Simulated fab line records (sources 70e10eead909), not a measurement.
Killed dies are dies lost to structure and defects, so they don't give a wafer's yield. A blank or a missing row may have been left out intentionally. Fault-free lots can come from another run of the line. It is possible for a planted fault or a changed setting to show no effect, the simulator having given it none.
fab line records	flow nand_harc
[record] lots = 14	wafers = 42	last_day = 32
route steps=1302 shown A_START@389 A_ONON_D1@426 END@1302
lots with no fault: from the same line, run without faults
start_h: hours from the record's first day to the start of the lot's first wafer shown	wait_h: hours from the lot's prior step to this one	" as in the row above	L1.1+2: a single row standing in for several wafers	- no value present, or no start provided	* or withheld: withheld	< > ~ a bound
route shown NAME@n: a module of which the file shows steps, and the number in the route of the first	usual: the fault-free wafers' mean and standard deviation	same: alike in all rows	chamber/n: place in a boat	sites: the reading at each site	_std_site: their standard deviation	_edge_site: the outer-site mean with the inner-site mean subtracted	radius_mm: how far each site lies from the wafer's centre	mask NAME#n: copy n	behind: the last tool/chamber to shape the wafer	hold: why the lot was held/for how many hours/how that ended	device: names the non-switching transistor (n, p or np)	end of line: the same wafers' tests at the end of the route	for a step that has no rows: nothing shown but its recipe	killed: dies lost to structure and defects at the first sort, not the wafer's yield	map: per-die view of a wafer (x killed, . not killed, _ where there is no die)
set.NAME: the setting the step ran with; set.NAME@STEP: the setting that earlier step ran with	model.NAME: the simulator's own value behind a step, which no gauge read
the route's steps for a sample of lots (tables are steps, rows are wafers)
services: a tool's chamber out of use, with start hour (start_h, from the record's first day; less than 0 if before it), hours out, and reason
[[steps]]
[step NHARC_A_START_INSPECT_01]
[usual] raw_defect_count = 3.6/1.9
lot.wafer	tool	chamber	start_h	wait_h	raw_defect_count
L390.1	defect_inspect-02	-	138.58	-	4
L390.3	"	-	"	"	2
L390.4	"	-	"	"	1
L391.1	defect_inspect-01	-	156.03	-	1
L391.3	"	-	"	"	1
L391.5	"	-	"	"	5
L392.2	defect_inspect-01	-	165.71	-	4
L392.4	"	-	"	"	2
L392.5	"	-	"	"	5
L393.1	defect_inspect-02	-	168.33	-	3
L393.2	"	-	"	"	6
L393.3	"	-	"	"	2
L394.4	defect_inspect-01	-	175.03	-	4
L394.5	"	-	"	"	4
L394.6	"	-	"	"	6
L395.1	defect_inspect-02	-	189.10	-	2
L395.4	"	-	"	"	2
L395.6	"	-	"	"	1
L397.3	defect_inspect-01	-	205.34	-	3
L397.4	"	-	"	"	4
L397.5	"	-	"	"	4
L398.4	defect_inspect-01	-	216.27	-	5
L398.5	"	-	"	"	2
L398.6	"	-	"	"	6
L401.1	defect_inspect-02	-	246.95	-	1
L401.5	"	-	"	"	4
L401.6	"	-	"	"	3
L402.1	defect_inspect-01	-	255.77	-	4
L402.4	"	-	"	"	3
L402.5	"	-	"	"	4
L405.1	defect_inspect-01	-	287.68	-	3
L405.2	"	-	"	"	3
L405.6	"	-	"	"	3
L404.1	defect_inspect-02	-	287.85	-	1
L404.3	"	-	"	"	4
L404.4	"	-	"	"	5
L408.1	defect_inspect-01	-	321.56	-	5
L408.4	"	-	"	"	7
L408.6	"	-	"	"	3
L410.3	defect_inspect-01	-	338.20	-	1
L410.4	"	-	"	"	2
L410.5	"	-	"	"	2
[step NHARC_A_ONON_D1_DEP_03]
[recipe] target_thk_a = 10000	n2_flow_sccm = 2750	n2o_flow_sccm = 2000	nh3_flow_sccm = 500	sih4_flow_sccm = 210	temp_c = 400
lot.wafer	tool	chamber	start_h	wait_h
L390.1+3+4	pecvd_onon-01	0	160.08	0.1
L391.1+3+5	pecvd_onon-04	0	179.03	0.1
L392.2+4+5	pecvd_onon-01	0	188.02	0.1
L393.1+2+3	pecvd_onon-01	0	191.82	0.1
L394.4+5+6	pecvd_onon-02	0	198.50	0.2
L395.1+4+6	pecvd_onon-01	0	214.48	0.1
L397.3+4+5	pecvd_onon-01	0	228.70	0.2
L398.4+5+6	pecvd_onon-02	0	243.68	0.2
L401.1+5+6	pecvd_onon-04	0	271.15	0.1
L402.1+4+5	pecvd_onon-02	0	280.40	0.1
L405.1+2+6	pecvd_onon-02	0	311.97	0.1
L404.1+3+4	pecvd_onon-01	0	311.99	0.1
L408.1+4+6	pecvd_onon-02	0	344.96	0.1
L410.3+4+5	pecvd_onon-02	0	363.52	0.2
[step NHARC_A_ONON_D1_THK_MEAS_05]
[recipe] thk_meas_gauge = ellipsometry
[usual] thk_nm = 999/6.9
lot.wafer	tool	chamber	start_h	wait_h	thk_nm
L390.1	film_metro-02	-	160.60	-	990
L390.3	"	-	"	"	988
L390.4	"	-	"	"	988
L391.1	film_metro-02	-	179.54	-	990
L391.3	"	-	"	"	988
L391.5	"	-	"	"	989
L392.2	film_metro-01	-	188.47	-	1007
L392.4	"	-	"	"	1007
L392.5	"	-	"	"	1006
L393.1	film_metro-01	-	192.33	-	992
L393.2	"	-	"	"	993
L393.3	"	-	"	"	994
L394.4	film_metro-02	-	198.84	-	1003
L394.5	"	-	"	"	1002
L394.6	"	-	"	"	1001
L395.1	film_metro-01	-	214.99	-	993
L395.4	"	-	"	"	994
L395.6	"	-	"	"	992
L397.3	film_metro-01	-	229.09	-	991
L397.4	"	-	"	"	991
L397.5	"	-	"	"	992
L398.4	film_metro-01	-	244.02	-	1010
L398.5	"	-	"	"	1008
L398.6	"	-	"	"	1009
L401.1	film_metro-01	-	271.66	-	1007
L401.5	"	-	"	"	1007
L401.6	"	-	"	"	1006
L402.1	film_metro-01	-	280.91	-	1005
L402.4	"	-	"	"	1001
L402.5	"	-	"	"	1004
L405.1	film_metro-02	-	312.48	-	995
L405.2	"	-	"	"	996
L405.6	"	-	"	"	995
L404.1	film_metro-01	-	312.50	-	1000
L404.3	"	-	"	"	1000
L404.4	"	-	"	"	1000
L408.1	film_metro-02	-	345.47	-	326
L408.4	"	-	"	"	327
L408.6	"	-	"	"	326
L410.3	film_metro-02	-	363.92	-	338
L410.4	"	-	"	"	339
L410.5	"	-	"	"	339
[step NHARC_END_SORT_01]
[recipe] temp_c = 25
[usual] killed_at_array = 54/17	killed_at_other = 1.0/1.4	killed_at_periphery = 3.6/2.1	killed_dies = 58/17	killed_open = 3.2/2	killed_short = 2.5/1.5
[same] gross_dies = 677
lot.wafer	tool	chamber	start_h	wait_h	killed_at_array	killed_at_other	killed_at_periphery	killed_dies	killed_open	killed_short
L401.1	prober-02	0	658.86	2.5	59	2	4	65	3	1
L401.5	prober-02	0	662.06	3.7	42	0	5	47	1	4
L401.6	prober-02	0	662.86	4.0	57	0	4	61	0	3
L402.1	prober-01	0	686.91	2.5	27	0	7	34	5	3
L405.1	prober-01	0	710.90	2.5	77	1	5	83	4	2
L405.2	prober-01	0	711.71	2.8	51	0	6	57	5	3
L405.6	prober-01	0	714.91	4.0	61	0	6	67	2	3
L404.1	prober-02	0	710.95	2.5	58	0	2	60	3	1
L408.1	prober-01	0	764.88	2.5	672	2	3	677	6	5
L408.4	prober-01	0	767.30	3.4	673	1	3	677	3	2
L408.6	prober-01	0	768.92	4.0	673	1	3	677	4	6
L410.3	prober-02	0	773.29	3.1	672	0	5	677	4	1
L410.4	prober-02	0	774.08	3.4	673	0	4	677	6	0
L410.5	prober-02	0	774.87	3.7	673	0	4	677	4	3
// killed by level:class
L401.1 A_CHANNEL_HOLE_D1:chamber_film_flake=32 A_CHANNEL_HOLE_D2:chamber_film_flake=21 P_GATE:chamber_film_flake=3 A_DECK1_JOINT:chamber_film_flake=2 P_CONTACT:geometric_particle:open=1 A_CONTACT:geometric_particle:open=1 A_BONDPAD:geometric_particle:short=1 STARTING-WAFER:geometric_particle:open=1
L401.5 A_CHANNEL_HOLE_D1:chamber_film_flake=15 A_CHANNEL_HOLE_D2:chamber_film_flake=13 A_SLIT:chamber_film_flake=5 A_CONTACT:chamber_film_flake=4 P_GATE:chamber_film_flake=2 P_STI:geometric_particle:short=1 A_CHANNEL_FILL_D1:geometric_particle:short=1 A_CHANNEL_HOLE_D2:geometric_particle:short=1
L401.6 A_CHANNEL_HOLE_D1:chamber_film_flake=29 A_CHANNEL_HOLE_D2:chamber_film_flake=17 A_SLIT:chamber_film_flake=5 P_ZERO_WELL:chamber_film_flake=3 A_CHANNEL_FILL_D1:geometric_particle:short=2 A_ONON_D2:geometric_particle:short=1 P_GATE:chamber_film_flake=1 A_CHANNEL_FILL_D2:chamber_film_flake=1
L402.1 A_SLIT:chamber_film_flake=8 A_CHANNEL_HOLE_D1:chamber_film_flake=5 P_BONDPAD:chamber_film_flake=4 A_CONTACT:chamber_film_flake=3 A_CHANNEL_HOLE_D2:geometric_particle:open=2 P_GATE:geometric_particle:short=1 A_CHANNEL_HOLE_D1:geometric_particle:open=1 A_ONON_D2:geometric_particle:open=1
L405.1 A_CHANNEL_HOLE_D1:chamber_film_flake=32 A_CHANNEL_HOLE_D2:chamber_film_flake=25 A_STAIRCASE:chamber_film_flake=5 A_SLIT:chamber_film_flake=4 A_CONTACT:chamber_film_flake=3 P_BONDPAD:chamber_film_flake=2 A_ZERO_WELL:chamber_film_flake=2 A_WL_FILL:chamber_film_flake=2
L404.1 A_SLIT:chamber_film_flake=33 A_CHANNEL_HOLE_D1:chamber_film_flake=12 A_CONTACT:chamber_film_flake=6 P_CONTACT:geometric_particle:open=1 A_ONON_D1:geometric_particle:short=1 A_CHANNEL_FILL_D1:geometric_particle:open=1 A_CONTACT:geometric_particle:open=1 P_STI:chamber_film_flake=1
L405.2 A_CHANNEL_HOLE_D2:chamber_film_flake=21 A_CHANNEL_HOLE_D1:chamber_film_flake=11 A_STAIRCASE:chamber_film_flake=9 A_CONTACT:chamber_film_flake=3 P_GATE:chamber_film_flake=2 P_M0:geometric_particle:open=1 P_M0:geometric_particle:short=1 A_CHANNEL_HOLE_D1:geometric_particle:open=1
L405.6 A_CHANNEL_HOLE_D1:chamber_film_flake=27 A_CHANNEL_HOLE_D2:chamber_film_flake=13 A_STAIRCASE:chamber_film_flake=10 P_GATE:chamber_film_flake=2 P_BONDPAD:chamber_film_flake=2 A_ZERO_WELL:chamber_film_flake=2 A_SLIT:chamber_film_flake=2 P_GATE:geometric_particle:open=1
L408.1 A_ONON_D1:area_dep=638 A_CHANNEL_HOLE_D1:chamber_film_flake=12 A_SLIT:chamber_film_flake=6 A_WL_FILL:chamber_film_flake=3 A_CONTACT:chamber_film_flake=3 A_CHANNEL_FILL_D2:geometric_particle:open=2 P_M2:chamber_film_flake=2 A_ONON_D1:geometric_particle:short=1
L408.4 A_ONON_D1:area_dep=648 A_CHANNEL_HOLE_D1:chamber_film_flake=9 A_CONTACT:chamber_film_flake=5 A_SLIT:chamber_film_flake=4 P_M2:chamber_film_flake=2 P_M1:geometric_particle:open=1 A_ONON_D1:geometric_particle:open=1 A_DECK1_JOINT:geometric_particle:short=1
L408.6 A_ONON_D1:area_dep=641 A_CHANNEL_HOLE_D1:chamber_film_flake=11 A_CONTACT:chamber_film_flake=4 A_SLIT:chamber_film_flake=3 A_CHANNEL_FILL_D1:geometric_particle:short=2 A_WL_FILL:geometric_particle:short=2 A_ZERO_WELL:chamber_film_flake=2 P_M2:geometric_particle:open=1
L410.3 A_ONON_D1:area_dep=587 A_SLIT:chamber_film_flake=32 A_CHANNEL_HOLE_D2:chamber_film_flake=31 A_CHANNEL_HOLE_D1:chamber_film_flake=10 A_STAIRCASE:chamber_film_flake=4 P_CONTACT:geometric_particle:open=2 A_SGD_CUT:chamber_film_flake=2 A_WL_FILL:chamber_film_flake=2
L410.4 A_ONON_D1:area_dep=612 A_SLIT:chamber_film_flake=23 A_CHANNEL_HOLE_D2:chamber_film_flake=20 A_CHANNEL_HOLE_D1:chamber_film_flake=9 P_GATE:chamber_film_flake=2 A_CHANNEL_FILL_D1:chamber_film_flake=2 A_STAIRCASE:chamber_film_flake=2 P_GATE:geometric_particle:open=1
L410.5 A_ONON_D1:area_dep=585 A_CHANNEL_HOLE_D2:chamber_film_flake=34 A_SLIT:chamber_film_flake=30 A_CHANNEL_HOLE_D1:chamber_film_flake=9 A_CONTACT:chamber_film_flake=4 A_STAIRCASE:chamber_film_flake=3 P_ZERO_WELL:chamber_film_flake=2 P_GATE:geometric_particle:short=1
[[services]]
tool	chamber	start_h	hours	kind
pecvd_onon-04	-	160.60	4.0	repair
pecvd_onon-02	-	185.00	13.0	pm
pecvd_onon-01	-	269.10	13.0	pm
pecvd_onon-04	-	311.05	13.0	pm
[[key]]
[first_sign] step = NHARC_A_ONON_D1_THK_MEAS_05	reading = thk_nm	direction = down	sigmas = 96	usual = 999	struck = 332
[effect] step = NHARC_END_SORT_01	reading = killed_dies	direction = up	sigmas = 36	usual = 58	struck = 677
[more_kills_born_at] NHARC_A_ONON_D1_DEP_03@pecvd_onon-02 = 3711
met_at NHARC_A_ONON_D1_DEP_03
struck_lots L408,L410
later_rows_left_out L408.1,L408.4,L408.6,L410.3,L410.4,L410.5
tester_left_out L408,L410
not_acting_at NHARC_A_START_INSPECT_01
onset_between 311.97 344.96
also_fits time
[fault] kind = process_parameter_drift	tool = pecvd_onon-02	chamber = -	onset_h = 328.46	steps = NHARC_A_ONON_D1_DEP_03	channel = target_thk_a	offset = *	shape = step	end_h = 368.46	acts_in = *	stated = *
// tester_left_out: of these lots the tester's yield and bins aren't shown, on N5 and GAA mostly nor the transistor test; their killed dies are dies lost to structure and defects alone, not to doping, threshold or leakage, so they don't give the yield
// later_rows_left_out: the simulator's readings of these wafers behind a module that went badly wrong aren't trusted and aren't shown, but for the sort
